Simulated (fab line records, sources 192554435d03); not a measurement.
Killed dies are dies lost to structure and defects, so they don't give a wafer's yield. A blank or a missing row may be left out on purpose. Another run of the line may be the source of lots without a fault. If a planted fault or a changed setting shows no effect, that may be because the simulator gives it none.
fab line records | flow n5-finfet
record: lots: 6 | wafers: 18 | last-day: 19
route steps=1938 shown DUMMY_GATE@255 SPACER0@258 SD_EPI_N@262 BEOL_M4@1111 PASSIVATION@1936
lots that met no fault: from a run of the same line without faults
start-h: start of the lot's first displayed wafer, in hours after the record's first day | wait-h: hours elapsed since this lot's preceding step | " identical to the entry in the row above | L1.1+2: a row that stands for several wafers | - no value present, or no start provided | * or withheld: withheld | < > ~ a bound
route shown NAME@n: names a module that has steps shown in the file, with the first one's number in the route | usual: mean/standard deviation of fault-free wafers | same: alike in all rows | chamber/n: place in a boat | sites: each site's reading | _std_site: standard deviation across them | _edge_site: outer sites' mean less inner sites' | radius-mm: how far each site lies from the wafer's centre | mask NAME#n: copy n | behind: the most recent tool/chamber to have shaped the wafer | hold: reason for holding the lot/hours on hold/outcome of the hold | device: the n, p or np transistor that did not switch | end of line: at the end of the route, the tests of the same wafers | a step given without rows: its recipe and nothing more | killed: not the wafer's yield, but the dies lost to structure and defects at the first sort | map: per-die view of a wafer (x killed, . not killed, _ where there is no die)
set.NAME: the setting as run; set.NAME@STEP: as run at that earlier step | model.NAME: the simulator's own value behind a step, which no gauge read
lots at selected steps of the route; one table per step, one row per wafer
services: the hour from which a tool's chamber was out of use, counted from the record's first day as start-h (under 0 if before that day), plus the number of hours and why
== steps ==
step: N5_DUMMY_GATE_SRD_26
recipe: dry: ipa-marangoni | time-s: 30 | temp-c: 23 | rinse-liquid: diw
step: N5_DUMMY_GATE_UV_OZONE_45
recipe: time-s: 120 | pressure-torr: 760 | temp-c: 25
step: N5_DUMMY_GATE_INSPECT_27
recipe: inspect-instrument: brightfield | mode: aei
usual: raw-defect-count: 288/71
lot.wafer | tool              | chamber | start-h | wait-h | raw-defect-count
L872.1    | defect-inspect-01 | -       | 61.49   | 0.0    | 232
L872.3    | "                 | -       | "       | "      | 274
L872.6    | "                 | -       | "       | "      | 428
L878.2    | defect-inspect-02 | -       | 95.23   | 0.0    | 354
L878.5    | "                 | -       | "       | "      | 306
L878.6    | "                 | -       | "       | "      | 295
L882.3    | defect-inspect-01 | -       | 120.50  | 0.0    | 205
L882.4    | "                 | -       | "       | "      | 276
L882.5    | "                 | -       | "       | "      | 249
L883.1    | defect-inspect-02 | -       | 126.95  | 0.0    | 354
L883.2    | "                 | -       | "       | "      | 293
L883.4    | "                 | -       | "       | "      | 221
L891.3    | defect-inspect-01 | -       | 174.33  | 0.0    | 294
L891.4    | "                 | -       | "       | "      | 255
L891.6    | "                 | -       | "       | "      | 278
L893.1    | defect-inspect-01 | -       | 185.22  | 0.0    | 327
L893.3    | "                 | -       | "       | "      | 382
L893.4    | "                 | -       | "       | "      | 347
step: N5_SPACER0_ALD_07
recipe: material: SiNx | target-thk-a: 20 | temp-c: 400 | ald-precursor-family: SiH2I2 | ald-co-reactant: N2/H2-plasma | pressure-torr: 2
usual: heater-power-w: 840/82
lot.wafer | tool       | chamber | start-h | wait-h | heater-power-w
L872.1    | ald-sin-03 | 2       | 61.53   | 0.0    | 695
L872.3    | "          | 1       | "       | "      | 849
L872.6    | "          | 3       | "       | "      | 893
L878.2    | ald-sin-01 | 0       | 95.27   | 0.0    | 898
L878.5    | "          | 2       | "       | "      | 764
L878.6    | "          | 3       | "       | "      | 881
L882.3    | ald-sin-01 | 3       | 120.53  | 0.0    | 903
L882.4    | "          | 1       | "       | "      | 1000
L882.5    | "          | 0       | "       | "      | 876
L883.1    | ald-sin-03 | 3       | 126.99  | 0.0    | 906
L883.2    | "          | 0       | "       | "      | 844
L883.4    | "          | 1       | "       | "      | 846
L891.3    | ald-sin-03 | 0       | 174.62  | 0.3    | 846
L891.4    | "          | 3       | "       | "      | 909
L891.6    | "          | 0       | "       | "      | 852
L893.1    | ald-sin-03 | 3       | 186.57  | 1.3    | 901
L893.3    | "          | 0       | "       | "      | 858
L893.4    | "          | 2       | "       | "      | 706
step: N5_SPACER0_ALD_00
recipe: material: SiOCN | target-thk-a: 35 | temp-c: 400 | ald-precursor-family: alkyl-aminosilane | ald-co-reactant: O2/N2-plasma | pulse-time-s: 3 | purge-time-s: 2 | co-reactant-purge-time-s: 2 | ald-cycles: 58 | pressure-torr: 2
usual: heater-power-w: 838/84 | precursor-pulse-height-rel: 1.001/0.018
lot.wafer | tool       | chamber | start-h | wait-h | heater-power-w | precursor-pulse-height-rel
L872.1    | ald-sin-03 | 2       | 61.68   | 0.1    | 710            | 0.989
L872.3    | "          | 1       | "       | "      | 830            | 0.984
L872.6    | "          | 3       | "       | "      | 900            | 1.038
L878.2    | ald-sin-01 | 0       | 95.42   | 0.1    | 872            | 1.012
L878.5    | "          | 2       | "       | "      | 772            | 1.007
L878.6    | "          | 3       | "       | "      | 893            | 0.983
L882.3    | ald-sin-01 | 3       | 120.68  | 0.1    | 902            | 1.014
L882.4    | "          | 1       | "       | "      | 1015           | 0.995
L882.5    | "          | 0       | "       | "      | 896            | 0.978
L883.1    | ald-sin-03 | 3       | 127.14  | 0.1    | 916            | 1.012
L883.2    | "          | 0       | "       | "      | 858            | 1.034
L883.4    | "          | 1       | "       | "      | 818            | 1.017
L891.3    | ald-sin-03 | 0       | 174.77  | 0.1    | 860            | 1.020
L891.4    | "          | 3       | "       | "      | 893            | 1.001
L891.6    | "          | 0       | "       | "      | 862            | 0.983
L893.1    | ald-sin-03 | 3       | 186.72  | 0.1    | 927            | 1.006
L893.3    | "          | 0       | "       | "      | 864            | 0.977
L893.4    | "          | 2       | "       | "      | 703            | 0.992
step: N5_SPACER0_ALD_08
recipe: material: SiNx | target-thk-a: 20 | temp-c: 400 | ald-precursor-family: SiH2I2 | ald-co-reactant: N2/H2-plasma | pressure-torr: 2
usual: heater-power-w: 837/81
lot.wafer | tool       | chamber | start-h | wait-h | heater-power-w
L872.1    | ald-sin-03 | 2       | 61.94   | 0.1    | 710
L872.3    | "          | 1       | "       | "      | 827
L872.6    | "          | 3       | "       | "      | 928
L878.2    | ald-sin-01 | 0       | 95.68   | 0.1    | 862
L878.5    | "          | 2       | "       | "      | 753
L878.6    | "          | 3       | "       | "      | 880
L882.3    | ald-sin-01 | 3       | 120.94  | 0.1    | 911
L882.4    | "          | 1       | "       | "      | 968
L882.5    | "          | 0       | "       | "      | 861
L883.1    | ald-sin-03 | 3       | 127.40  | 0.1    | 906
L883.2    | "          | 0       | "       | "      | 845
L883.4    | "          | 1       | "       | "      | 833
L891.3    | ald-sin-03 | 0       | 175.03  | 0.1    | 847
L891.4    | "          | 3       | "       | "      | 924
L891.6    | "          | 0       | "       | "      | 852
L893.1    | ald-sin-03 | 3       | 186.98  | 0.1    | 896
L893.3    | "          | 0       | "       | "      | 819
L893.4    | "          | 2       | "       | "      | 703
step: N5_SPACER0_INSPECT_04
recipe: inspect-instrument: darkfield | mode: post-dep
usual: raw-defect-count: 135/29
lot.wafer | tool              | chamber | start-h | wait-h | raw-defect-count
L872.1    | defect-inspect-01 | -       | 62.10   | 0.1    | 126
L872.3    | "                 | -       | "       | "      | 138
L872.6    | "                 | -       | "       | "      | 231
L878.2    | defect-inspect-01 | -       | 95.84   | 0.1    | 159
L878.5    | "                 | -       | "       | "      | 128
L878.6    | "                 | -       | "       | "      | 105
L882.3    | defect-inspect-01 | -       | 121.10  | 0.1    | 89
L882.4    | "                 | -       | "       | "      | 127
L882.5    | "                 | -       | "       | "      | 114
L883.1    | defect-inspect-02 | -       | 127.56  | 0.1    | 159
L883.2    | "                 | -       | "       | "      | 177
L883.4    | "                 | -       | "       | "      | 111
L891.3    | defect-inspect-02 | -       | 175.19  | 0.1    | 117
L891.4    | "                 | -       | "       | "      | 109
L891.6    | "                 | -       | "       | "      | 134
L893.1    | defect-inspect-02 | -       | 187.14  | 0.1    | 154
L893.3    | "                 | -       | "       | "      | 185
L893.4    | "                 | -       | "       | "      | 156
step: N5_SD_EPI_N_COAT_32
recipe: resist: SOC | temp-c: 250 | time-s: 60 | spin-rpm: 1500 | resist-thk-nm: 350
step: N5_SD_EPI_N_COAT_33
recipe: resist: SiARC | temp-c: 220 | time-s: 60 | spin-rpm: 1500 | resist-thk-nm: 35
step: N5_SD_EPI_N_COAT_03
recipe: resist: CAR-ArF-block | spin-rpm: 1500 | resist-thk-nm: 150
step: N5_SD_EPI_N_EBR_05
recipe: solvent: PGMEA | ebr-width-mm: 1.5
step: N5_SD_EPI_N_SOFTBAKE_04
recipe: temp-c: 110 | time-s: 60 | resist: CAR-ArF-block
step: N5_SD_EPI_N_EXPOSE_06
recipe: mask-id: SD_N_BLK | na: 1.35 | source-shape: conventional | sigma-outer: 0.8 | polarization: unpolarized | target-cd-nm: 120 | dose-mj: 39.75
usual: exposure-dose-mJ-cm2: 39.73/0.042 | stage-vel-mm-s: 499.98/0.25
lot.wafer | tool            | chamber | start-h | wait-h | mask       | exposure-dose-mJ-cm2 | stage-vel-mm-s | model.SD_EPI_N.overlay-x-nm
L872.1    | arfi-scanner-03 | 0       | 62.37   | -      | SD_N_BLK#0 | 39.81                | 499.75         | 0.2
L872.3    | "               | 0       | "       | "      | SD_N_BLK#0 | 39.69                | 499.69         | 0.2
L872.6    | "               | 0       | "       | "      | SD_N_BLK#0 | 39.74                | 499.81         | 0.2
L878.2    | arfi-scanner-03 | 0       | 96.12   | -      | SD_N_BLK#0 | 39.68                | 499.83         | 0.4
L878.5    | "               | 0       | "       | "      | SD_N_BLK#0 | 39.69                | 500.06         | 0.4
L878.6    | "               | 0       | "       | "      | SD_N_BLK#0 | 39.66                | 499.81         | 0.4
L882.3    | arfi-scanner-03 | 0       | 121.39  | -      | SD_N_BLK#0 | 39.75                | 499.71         | 11.4
L882.4    | "               | 0       | "       | "      | SD_N_BLK#0 | 39.74                | 500.16         | 11.4
L882.5    | "               | 0       | "       | "      | SD_N_BLK#0 | 39.70                | 500.15         | 11.4
L883.1    | arfi-scanner-03 | 0       | 127.71  | -      | SD_N_BLK#0 | 39.73                | 499.94         | 11
L883.2    | "               | 0       | "       | "      | SD_N_BLK#0 | 39.71                | 500.01         | 11
L883.4    | "               | 0       | "       | "      | SD_N_BLK#0 | 39.69                | 499.82         | 11
L891.3    | arfi-scanner-02 | 0       | 175.47  | -      | SD_N_BLK#0 | 39.73                | 500.10         | -0.8
L891.4    | "               | 0       | "       | "      | SD_N_BLK#0 | 39.70                | 499.63         | -0.8
L891.6    | "               | 0       | "       | "      | SD_N_BLK#0 | 39.68                | 499.92         | -0.8
L893.1    | arfi-scanner-01 | 0       | 187.41  | -      | SD_N_BLK#0 | 39.76                | 500.09         | -0.2
L893.3    | "               | 0       | "       | "      | SD_N_BLK#0 | 39.79                | 499.95         | -0.2
L893.4    | "               | 0       | "       | "      | SD_N_BLK#0 | 39.77                | 500.28         | -0.2
step: N5_SD_EPI_N_PEB_07
recipe: peb-temp-c: 110 | peb-time-s: 60 | resist: CAR-ArF-block
step: N5_SD_EPI_N_DEVELOP_08
recipe: develop-time-s: 30 | developer: TMAH | resist: CAR-ArF-block | dev-temp-c: 23 | rinse-liquid: diw | dry: air-spin
step: N5_SD_EPI_N_CD_MEAS_09
recipe: target-cd-nm: 120 | landing-energy-ev: 500 | detector: se-inlens
usual: cd-nm: 119.7/0.56
lot.wafer | tool      | chamber | start-h | wait-h | cd-nm
L872.1    | cd-sem-02 | 0       | 62.50   | -      | 119.5
L872.3    | "         | 0       | "       | "      | 120.1
L872.6    | "         | 0       | "       | "      | 119.8
L878.2    | cd-sem-03 | 0       | 96.24   | -      | 120.7
L878.5    | "         | 0       | "       | "      | 120.7
L878.6    | "         | 0       | "       | "      | 120.5
L882.3    | cd-sem-01 | 0       | 121.50  | -      | 120.0
L882.4    | "         | 0       | "       | "      | 119.9
L882.5    | "         | 0       | "       | "      | 119.3
L883.1    | cd-sem-01 | 0       | 127.83  | -      | 120.7
L883.2    | "         | 0       | "       | "      | 119.7
L883.4    | "         | 0       | "       | "      | 119.0
L891.3    | cd-sem-02 | 0       | 175.59  | -      | 120.8
L891.4    | "         | 0       | "       | "      | 121.2
L891.6    | "         | 0       | "       | "      | 120.1
L893.1    | cd-sem-01 | 0       | 187.54  | -      | 119.8
L893.3    | "         | 0       | "       | "      | 119.8
L893.4    | "         | 0       | "       | "      | 119.5
step: N5_SD_EPI_N_OVL_MEAS_10
recipe: points-per-wafer: 44
usual: SD_N_BLK_OVL: 0.0/0.75
lot.wafer | tool       | chamber | start-h | wait-h | SD_N_BLK_OVL[nm]
L872.1    | overlay-01 | 0       | 62.53   | 0.0    | 0.7
L872.3    | "          | 0       | "       | "      | -0.3
L872.6    | "          | 0       | "       | "      | 1.6
L878.2    | overlay-02 | 0       | 96.27   | 0.0    | 0.7
L878.5    | "          | 0       | "       | "      | -0.5
L878.6    | "          | 0       | "       | "      | 0.8
L882.3    | overlay-01 | 0       | 121.53  | 0.0    | 11.4
L882.4    | "          | 0       | "       | "      | 11.0
L882.5    | "          | 0       | "       | "      | 11.7
L883.1    | overlay-02 | 0       | 127.86  | 0.0    | 11.6
L883.2    | "          | 0       | "       | "      | 10.5
L883.4    | "          | 0       | "       | "      | 11.1
L891.3    | overlay-01 | 0       | 175.62  | 0.0    | -1.9
L891.4    | "          | 0       | "       | "      | -1.2
L891.6    | "          | 0       | "       | "      | -2.4
L893.1    | overlay-02 | 0       | 187.57  | 0.0    | 0.4
L893.3    | "          | 0       | "       | "      | 0.3
L893.4    | "          | 0       | "       | "      | 0.0
step: N5_SD_EPI_N_INSPECT_11
recipe: mode: adi | inspect-instrument: macro
usual: raw-defect-count: 2.2/1.5
lot.wafer | tool              | chamber | start-h | wait-h | raw-defect-count
L872.1    | defect-inspect-02 | -       | 62.55   | 0.0    | 1
L872.3    | "                 | -       | "       | "      | 3
L872.6    | "                 | -       | "       | "      | 1
L878.2    | defect-inspect-02 | -       | 96.29   | 0.0    | 3
L878.5    | "                 | -       | "       | "      | 2
L878.6    | "                 | -       | "       | "      | 3
L882.3    | defect-inspect-01 | -       | 121.55  | 0.0    | 1
L882.4    | "                 | -       | "       | "      | 2
L882.5    | "                 | -       | "       | "      | 4
L883.1    | defect-inspect-01 | -       | 127.89  | 0.0    | 2
L883.2    | "                 | -       | "       | "      | 2
L883.4    | "                 | -       | "       | "      | 2
L891.3    | defect-inspect-01 | -       | 175.64  | 0.0    | 2
L891.4    | "                 | -       | "       | "      | 0
L891.6    | "                 | -       | "       | "      | 2
L893.1    | defect-inspect-02 | -       | 187.59  | 0.0    | 0
L893.3    | "                 | -       | "       | "      | 2
L893.4    | "                 | -       | "       | "      | 3
step: N5_BEOL_M4_RC_MEAS_101
usual: DIBL_N: 36.1/1.3 | DIBL_P: 36.1/1.7 | IOFF_N: 0.154/0.022 | IOFF_P: 0.201/0.024 | ION_N: 675/8.9 | ION_P: 462/5.9 | SS_N: 71.5/0.49 | SS_P: 73.3/0.58 | VT_N: 250.0/2.7 | VT_P: -251.3/2.7
lot.wafer | tool      | chamber | start-h | wait-h | DIBL_N[mV/V] | DIBL_P[mV/V] | IOFF_N[nA/um] | IOFF_P[nA/um] | ION_N[uA/um] | ION_P[uA/um] | SS_N[mV/dec] | SS_P[mV/dec] | VT_N[mV] | VT_P[mV]
L872.1    | prober-01 | 0       | 170.42  | 0.0    | 36.1         | 36.9         | 0.149         | 0.171         | 676          | 454          | 72.0         | 73.6         | 247.8    | -256.8
L872.3    | "         | 0       | "       | "      | 37.2         | 37.3         | 0.167         | 0.182         | 674          | 451          | 72.5         | 73.9         | 250.6    | -255.5
L872.6    | "         | 0       | "       | "      | 37.5         | 37.9         | 0.170         | 0.193         | 677          | 451          | 71.6         | 74.0         | 251.1    | -255.5
L878.2    | prober-01 | 0       | 227.49  | 0.2    | 36.2         | 35.9         | 0.140         | 0.199         | 674          | 466          | 71.3         | 73.0         | 251.9    | -250.8
L878.5    | "         | 0       | "       | "      | 37.7         | 37.7         | 0.166         | 0.228         | 672          | 462          | 71.9         | 72.8         | 248.0    | -247.1
L878.6    | "         | 0       | "       | "      | 36.3         | 36.3         | 0.138         | 0.198         | 670          | 463          | 71.5         | 73.1         | 252.1    | -248.9
L883.1    | prober-01 | 0       | 256.29  | 0.0    | 35.1         | 35.0         | 0.157         | 0.187         | 680          | 456          | 71.3         | 73.0         | 247.9    | -253.6
L883.2    | "         | 0       | "       | "      | 33.0         | 32.6         | 0.118         | 0.159         | 668          | 460          | 70.3         | 72.2         | 255.4    | -255.8
L883.4    | "         | 0       | "       | "      | 34.9         | 34.5         | 0.144         | 0.178         | 672          | 455          | 71.4         | 73.2         | 250.3    | -252.6
L882.3    | prober-01 | 0       | 259.90  | 0.3    | 38.1         | 36.9         | 0.183         | 0.225         | 675          | 458          | 71.4         | 74.0         | 248.3    | -248.2
L882.4    | "         | 0       | "       | "      | 34.9         | 33.6         | 0.127         | 0.176         | 677          | 460          | 70.3         | 72.9         | 255.1    | -252.1
L882.5    | "         | 0       | "       | "      | 35.6         | 34.3         | 0.136         | 0.188         | 667          | 460          | 70.6         | 72.2         | 251.5    | -249.8
L891.3    | prober-01 | 0       | 294.16  | 0.3    | 37.5         | 38.4         | 0.182         | 0.222         | 683          | 464          | 71.7         | 73.4         | 245.1    | -250.1
L891.4    | "         | 0       | "       | "      | 37.0         | 37.5         | 0.181         | 0.205         | 684          | 460          | 71.7         | 72.8         | 247.8    | -250.5
L891.6    | "         | 0       | "       | "      | 37.1         | 37.4         | 0.180         | 0.210         | 685          | 463          | 71.2         | 73.5         | 246.4    | -249.2
L893.1    | prober-01 | 0       | 322.46  | 0.0    | 34.4         | 34.5         | 0.120         | 0.148         | 673          | 461          | 71.5         | 72.9         | 253.3    | -257.6
L893.3    | "         | 0       | "       | "      | 37.1         | 37.9         | 0.162         | 0.182         | 677          | 459          | 71.4         | 73.9         | 248.8    | -253.7
L893.4    | "         | 0       | "       | "      | 35.9         | 36.7         | 0.149         | 0.175         | 671          | 456          | 72.4         | 73.4         | 249.1    | -255.6
step: N5_PASSIVATION_PROBE_49
usual: defect-limited-yield: 90.9/1.3 | killed_at_M0_to_M3: 35/10 | killed_at_M4_up: 15/5.7 | killed-at-contacts: 14/6.4 | killed-at-front-end: 40/11 | killed-at-other: 4/3.1 | killed-dies: 108/16 | killed-open: 71/11 | killed-short: 34/7.7 | sort_bin_5_function: 5.4/0.9 | sort_bin_6_memory: 3.4/0.61 | sort-n-pass: 1072/16 | sort-yield-pct: 90.9/1.3
same: gross-dies: 1180 | killed-at-back-side: 0 | sort_bin_4_leakage[%]: 0 | sort_bin_8_speed[%]: 0
lot.wafer | tool      | chamber | start-h | wait-h | defect-limited-yield[%] | killed_at_M0_to_M3 | killed_at_M4_up | killed-at-contacts | killed-at-front-end | killed-at-other | killed-dies | killed-open | killed-short | sort_bin_5_function[%] | sort_bin_6_memory[%] | sort-n-pass | sort-yield-pct[%]
L872.1    | prober-01 | -       | 272.91  | 0.0    | 91.3                    | 46                 | 15              | 15                 | 25                  | 2               | 103         | 63          | 37           | 4.5                    | 3.8                  | 1077        | 91.3
L872.3    | prober-01 | -       | 273.01  | 0.1    | 90.6                    | 42                 | 10              | 26                 | 31                  | 2               | 111         | 84          | 25           | 5.4                    | 3.6                  | 1069        | 90.6
L872.6    | prober-01 | -       | 273.16  | 0.3    | 90.6                    | 50                 | 14              | 7                  | 39                  | 1               | 111         | 85          | 26           | 5.8                    | 3.5                  | 1069        | 90.6
L878.2    | prober-01 | -       | 332.69  | 0.1    | 91.6                    | 34                 | 17              | 4                  | 37                  | 7               | 99          | 57          | 37           | 5.0                    | 3.1                  | 1081        | 91.6
L878.5    | prober-01 | -       | 332.84  | 0.2    | 91.9                    | 28                 | 10              | 6                  | 48                  | 3               | 95          | 70          | 20           | 4.7                    | 3.2                  | 1085        | 91.9
L878.6    | prober-01 | -       | 332.89  | 0.3    | 90.1                    | 36                 | 21              | 4                  | 47                  | 9               | 117         | 72          | 40           | 5.8                    | 3.8                  | 1063        | 90.1
L882.3    | prober-01 | -       | 364.87  | 0.1    | 90.4                    | 32                 | 25              | 12                 | 42                  | 2               | 113         | 80          | 33           | 5.3                    | 4.1                  | 1067        | 90.4
killed by level:class
L872.1 BEOL_M3:geometric-particle:open=15 MOL_CONTACT_COAG:geometric-particle:open=13 BEOL_M0_SAQP:geometric-particle:short=8 BEOL_M3:geometric-particle:short=8 FIN_SAQP:geometric-particle:open=5 BEOL_M4:geometric-particle:open=5 GATE_CUT:geometric-particle:open=4 BEOL_M2:geometric-particle:short=4
L872.3 BEOL_M3:geometric-particle:open=24 MOL_CONTACT_COAG:geometric-particle:open=22 STI_FIN_REVEAL:geometric-particle:open=8 BEOL_M2:geometric-particle:open=6 FIN_SAQP:geometric-particle:open=4 MOL_CONTACT_COAG:geometric-particle:short=4 DUMMY_GATE:geometric-particle:open=4 BEOL_M3:geometric-particle:short=4
L872.6 BEOL_M3:geometric-particle:open=16 DUMMY_GATE:geometric-particle:open=12 BEOL_M1:geometric-particle:open=9 BEOL_M2:geometric-particle:open=8 BEOL_M7:geometric-particle:open=8 MOL_CONTACT_COAG:geometric-particle:open=6 BEOL_M0_SAQP:geometric-particle:open=5 DUMMY_GATE:geometric-particle:short=4
L878.2 BEOL_M0_SAQP:geometric-particle:short=15 FIN_SAQP:geometric-particle:open=8 BEOL_M3:geometric-particle:open=8 FIN_SAQP:geometric-particle:short=7 DUMMY_GATE:geometric-particle:open=7 BEOL_M0_SAQP:geometric-particle:open=6 SPACER0:geometric-particle:short=5 MOL_CONTACT_COAG:geometric-particle:open=4
L878.5 FIN_SAQP:geometric-particle:open=23 BEOL_M0_SAQP:geometric-particle:open=8 FIN_SAQP:geometric-particle:short=7 MOL_CONTACT_COAG:geometric-particle:open=6 BEOL_M3:geometric-particle:open=6 BEOL_M4:geometric-particle:open=6 DUMMY_GATE:geometric-particle:open=5 BEOL_M1:geometric-particle:open=3
L878.6 FIN_SAQP:geometric-particle:short=18 BEOL_M0_SAQP:geometric-particle:open=16 BEOL_M4:geometric-particle:open=11 FIN_SAQP:geometric-particle:open=9 GATE_CUT:geometric-particle:short=5 BEOL_M0_SAQP:geometric-particle:short=5 BEOL_M3:geometric-particle:open=5 DUMMY_GATE:geometric-particle:open=4
L882.3 FIN_SAQP:geometric-particle:open=13 BEOL_M4:geometric-particle:open=13 MOL_CONTACT_COAG:geometric-particle:open=9 BEOL_M2:geometric-particle:open=9 FIN_SAQP:geometric-particle:short=7 STI_FIN_REVEAL:geometric-particle:open=6 BEOL_M0_SAQP:geometric-particle:open=6 GATE_CUT:geometric-particle:short=4
== services ==
tool            | chamber | start-h | hours | kind
arfi-scanner-01 | -       | 38.40   | 16.0  | pm
arfi-scanner-02 | -       | 39.35   | 1.3   | pm
arfi-scanner-02 | -       | 47.02   | 1.9   | repair
ald-sin-03      | 2       | 52.80   | 3.3   | repair
arfi-scanner-01 | -       | 60.36   | 2.2   | repair
arfi-scanner-02 | -       | 63.35   | 3.9   | pm
arfi-scanner-01 | -       | 71.81   | 1.3   | pm
arfi-scanner-03 | -       | 76.69   | 4.9   | pm
arfi-scanner-02 | -       | 77.01   | 0.8   | pm
ald-sin-03      | 1       | 89.88   | 3.2   | repair
arfi-scanner-01 | -       | 90.61   | 8.0   | pm
arfi-scanner-02 | -       | 91.52   | 1.2   | repair
arfi-scanner-03 | -       | 99.76   | 1.3   | pm
arfi-scanner-02 | -       | 107.74  | 1.0   | pm
arfi-scanner-01 | -       | 113.50  | 3.9   | pm
arfi-scanner-02 | -       | 121.41  | 1.8   | repair
arfi-scanner-03 | -       | 121.81  | 3.0   | pm
arfi-scanner-01 | -       | 124.34  | 1.0   | pm
ald-sin-03      | -       | 127.76  | 0.7   | repair
ald-sin-01      | -       | 132.93  | 2.8   | pm
arfi-scanner-03 | -       | 139.97  | 1.0   | pm
arfi-scanner-03 | -       | 145.87  | 79.5  | repair
arfi-scanner-02 | -       | 164.85  | 1.3   | pm
ald-sin-01      | -       | 177.60  | 14.0  | pm
== key ==
first-sign: step: N5_SD_EPI_N_OVL_MEAS_10 | reading: SD_N_BLK_OVL | direction: up | sigmas: 15 | usual: 0.0 | struck: 11.2
effect none on later readings
model-effect: step: N5_SD_EPI_N_EXPOSE_06 | value: SD_EPI_N.overlay-x-nm | without: -0.1 | struck: 11.2
met-at N5_SD_EPI_N_EXPOSE_06
struck-wafers L882.3,L882.4,L882.5,L883.1,L883.2,L883.4
onset-between 96.12 121.39
fault: kind: scanner-matching-overlay | tool: arfi-scanner-03 | chamber: - | onset-h: 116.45 | steps: N5_SD_EPI_N_EXPOSE_06 | offset: 11.339
